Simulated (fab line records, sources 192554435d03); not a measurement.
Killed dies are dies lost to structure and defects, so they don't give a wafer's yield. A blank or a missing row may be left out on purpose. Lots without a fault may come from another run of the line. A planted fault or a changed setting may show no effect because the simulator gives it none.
Chamber matching | flow n5_finfet | N5_MOL_CONTACT_COAG_ETCH_48 on rie_diel-04: 4 sister chambers
The step etches SiOC in C4F6/O2, target depth 15 nm, overetch 4.5 nm, time 17 s. 8 wafers are shown with their chamber, then 8 later ones without.

WAFERS WITH THEIR CHAMBER
wafer  | chamber | drypump_motor_current_A (A) | rf_vpp_V (V)
L080.2 | 3       | 5.9                         | 1522
L083.4 | 2       | 5.7                         | 1627
L084.1 | 1       | 6.1                         | 1606
L084.3 | 2       | 5.8                         | 1630
L092.1 | 1       | 6.1                         | 1604
L092.4 | 0       | 6.5                         | 1598
L092.5 | 3       | 5.9                         | 1547
L093.3 | 0       | 6.5                         | 1598

WAFERS WITHOUT THEIR CHAMBER
wafer  | drypump_motor_current_A (A) | rf_vpp_V (V)
L093.4 | 6.0                         | 1546
L093.5 | 6.5                         | 1597
L095.2 | 6.0                         | 1547
L095.3 | 5.8                         | 1626
L095.4 | 6.5                         | 1597
L097.2 | 6.0                         | 1546
L097.3 | 6.1                         | 1604
L097.4 | 5.8                         | 1627

WHICH CHAMBER EACH WENT THROUGH
wafer  | from the rows above | in truth
L093.4 | 3                   | 3
L093.5 | 0                   | 0
L095.2 | 3                   | 3
L095.3 | 2                   | 2
L095.4 | 0                   | 0
L097.2 | 3                   | 3
L097.3 | 1                   | 1
L097.4 | 2                   | 2
Placed correctly: 8 of 8. Can't be placed from these rows: 0. Placed wrongly: 0.
How it was worked out, from the rows above alone: a wafer's distance from a chamber is the root of the sum, over the readings, of the square of ((its reading less the chamber's mean) divided by the reading's scatter). The wafer belongs to the nearest chamber; if the next one is less than 2 further off, it can't be placed. A chamber's mean is the mean of its shown wafers. The scatter: the root of (the sum of the squares of (reading less its chamber's mean) over the shown wafers, divided by (wafers less chambers)).
